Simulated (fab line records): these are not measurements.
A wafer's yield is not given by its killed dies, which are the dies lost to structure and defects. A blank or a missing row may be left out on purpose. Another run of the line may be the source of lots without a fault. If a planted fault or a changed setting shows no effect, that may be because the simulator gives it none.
Struck lot and sound lot, side by side + flow n5_finfet + 37 out of 1938 route steps
Sound: wafers L580.1, L580.2, L580.5. Wafers L578.2, L578.3, L578.6 were the ones struck. At the end, the cause is stated.
Order at every step that has rows: each side's tool, ch and its chambers, its first start. Under that, the readings that differ: sound wafers + struck wafers + difference of the means + sigmas: that difference in standard deviations of wafers without a fault.
alike: words and numbers the same on both sides, and readings whose means are apart by under 2 such deviations; not compared: readings that were withheld, readings missing a value for some wafer, numbers with overlapping values and no deviation given by the record, and bounds like >300 which may hide the same value.
A row with sigmas, a row that says differs or no value, or rows on one side alone: a step with any of these is where the two part. Numbers that have no deviation but don't overlap get no sigmas and don't part them. A reading that every wafer of one side lacks parts them only if that side has two wafers or more.

first, 9 steps without rows for these wafers: N5_HKMG_FIN_PEB_47 (peb time 60 s); N5_HKMG_FIN_DEVELOP_48 (develop time 30 s); N5_HKMG_FIN_DESCUM_53 (chemistry O2, time 7.9 s); N5_HKMG_FIN_ETCH_54 (etches SiARC in CF4, target depth 45.5 nm, time 75.8 s); N5_HKMG_FIN_ETCH_55 (etches SOC in N2/H2, target depth 240 nm, time 300 s); N5_HKMG_FIN_STRIP_56 (strips in N2/H2); N5_HKMG_FIN_STRIP_57 (strips in CF4); N5_HKMG_FIN_ETCH_58 (etches SOC in N2/H2, target depth 215.8 nm, time 741 s); N5_HKMG_FIN_STRIP_93 (strips SOC in N2/H2, time 20 s).
N5_HKMG_FIN_WET_ETCH_76: etches Al2O3 in dNH4OH, stops on La2O3, target depth 2.25 nm, rinse time 30 s.
  sound on wet_bench-01 ch 1,5,7, day 9 16:28; struck on wet_bench-06 ch 0,2,3, day 9 00:14
  no value came back on the struck wafers for bath_heat_duty_pct (%), rinse_temp_c (C), temp_c (C); on the sound wafers bath_heat_duty_pct (%) reads 7.0 5.4 5.8
then, 25 steps without rows for these wafers: N5_HKMG_FIN_STRIP_60 (strips in N2/H2, time 360 s); N5_HKMG_FIN_WET_ETCH_77 (etches La2O3 in dHCl, stops on HfO2, target depth 2 nm); N5_HKMG_FIN_WET_ETCH_78 (etches Al2O3 in dNH4OH, stops on La2O3, target depth 4.5 nm, rinse time 30 s); N5_HKMG_FIN_ALD_79 (deposits TiN, target thk 1.5 nm, pulse time 1 s, purge time 3 s); N5_HKMG_FIN_CVD_62 (deposits a-Si from Si2H6, target thk 3 nm, time 20.8 s); N5_HKMG_FIN_RTA_80 (time 2 s); N5_HKMG_FIN_PRECLEAN_64 (cleans in dHF, time 30 s); N5_HKMG_FIN_WET_ETCH_65 (etches a-Si in TMAH, stops on TiN, time 49 s, target depth 3 nm); N5_HKMG_FIN_WET_ETCH_81 (etches TiN in SC1, stops on HfO2, time 57 s, target depth 6 nm); N5_HKMG_FIN_WET_ETCH_82 (etches La2O3 in dHCl, stops on HfO2, target depth 2 nm, rinse time 30 s); N5_HKMG_FIN_ALD_36 (deposits TiN, target thk 1 nm, pulse time 1 s, purge time 3 s); N5_HKMG_FIN_PWFM_ALD_03 (deposits TiN, target thk 2 nm, pulse time 1 s, purge time 3 s); N5_HKMG_FIN_COAT_29 (time 60 s, resist thk 300 nm); N5_HKMG_FIN_COAT_30 (time 60 s, resist thk 35 nm); N5_HKMG_FIN_COAT_06 (resist thk 90 nm); N5_HKMG_FIN_EBR_08; N5_HKMG_FIN_SOFTBAKE_07 (time 60 s); N5_HKMG_FIN_EXPOSE_09 (exposes mask NWFM); N5_HKMG_FIN_PEB_10 (peb time 60 s); N5_HKMG_FIN_DEVELOP_11 (develop time 30 s); N5_HKMG_FIN_DESCUM_17 (chemistry O2, time 7.9 s); N5_HKMG_FIN_ETCH_31 (etches SiARC in CF4, target depth 45.5 nm, time 75.8 s); N5_HKMG_FIN_ETCH_32 (etches SOC in N2/H2, target depth 240 nm, time 300 s); N5_HKMG_FIN_STRIP_33 (strips in N2/H2); N5_HKMG_FIN_STRIP_34 (strips in CF4).
-- record jumps: 4 days separate the struck wafers' starts on either side; left off in module HKMG_FIN, taken up again in module BEOL_M4, whose first shown step is the route's number 1111 --
N5_BEOL_M4_RC_MEAS_101:
  sound on prober-01 ch 0, day 13 15:50; struck on prober-02 ch 0, day 13 01:44
| reading             | sound                     | struck                        | difference | sigmas      |
|---------------------|---------------------------|-------------------------------|------------|-------------|
| IOFF_N (nA/um)      | 0.151 0.134 0.139         | 24.617 24.940 23.035          | +24.056    | +99 or more |
| IOFF_N_85C (nA/um)  | 3.0 2.7 2.8               | 214.4 217.3 202.5             | +208.6     | +99 or more |
| IOFF_N_LIN (nA/um)  | 0.069 0.064 0.065         | 11.983 11.913 11.032          | +11.577    | +99 or more |
| IOFF_N_LONG (nA/um) | 5.3e-05 5.56e-05 5.35e-05 | 0.0085861 0.0085614 0.0083297 | +0.0084384 | +99 or more |
| ION_N (uA/um)       | 656 668 656               | 943 943 939                   | +282       | +23         |
| VT_N (mV)           | 253 253 251               | 104 106 107                   | -147       | -44         |
| VT_N_LONG (mV)      | 277.4 274.5 275.9         | 129.5 129.6 130.0             | -146.2     | -70         |
| VT_P_LVT (mV)       | -98 -102 -100             | -256 -252 -256                | -155       | -45         |
  alike: DIBL_N, DIBL_P, IOFF_P, ION_P, SS_N, SS_P, VT_P
-- a jump in the record: the struck wafers' starts before and after are 4 days apart (it breaks off in module BEOL_M4 and resumes in module PASSIVATION, where the first step shown is number 1936 of the route) --
N5_PASSIVATION_PROBE_49:
  sound on prober-02, day 17 20:11; struck on prober-02, day 17 06:45
| reading                  | sound          | struck            | difference | sigmas      |
|--------------------------|----------------|-------------------|------------|-------------|
| defect_limited_yield (%) | 87.9 90.1 89.9 | 92.3 94.1 93.0    | +3.8       | +2          |
| killed_at_M0_to_M3       | 46 36 40       | 16 17 20          | -23        | -2          |
| killed_at_front_end      | 64 64 53       | 34 22 33          | -31        | -3          |
| killed_dies              | 143 117 119    | 91 70 83          | -45        | -2          |
| killed_open              | 107 74 74      | 65 52 56          | -27        | -2          |
| killed_short             | 36 43 45       | 25 18 27          | -18        | -2          |
| sort_bin_4_leakage (%)   | 0 0 0          | 92.29 94.07 92.97 | +93.11     | +99 or more |
| sort_bin_5_function (%)  | 6.6 5.8 6.1    | 4.0 3.1 5.1       | -2.1       | -2          |
| sort_bin_6_memory (%)    | 4.8 3.8 3.7    | 3.6 2.6 1.5       | -1.5       | -2          |
| sort_n_pass              | 1037 1063 1061 | 0 0 0             | -1054      | -55         |
| sort_yield_pct (%)       | 87.9 90.1 89.9 | 0 0 0             | -89        | -56         |
  alike: killed_at_M4_up, killed_at_contacts, killed_at_other

## WHERE THEY PART
First at N5_HKMG_FIN_WET_ETCH_76; last, within this record, at N5_PASSIVATION_PROBE_49.

WHY: whatever the simulator had introduced
Step skipped in full: wet_bench-06, at N5_HKMG_FIN_WET_ETCH_76, from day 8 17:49 onward. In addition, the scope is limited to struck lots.
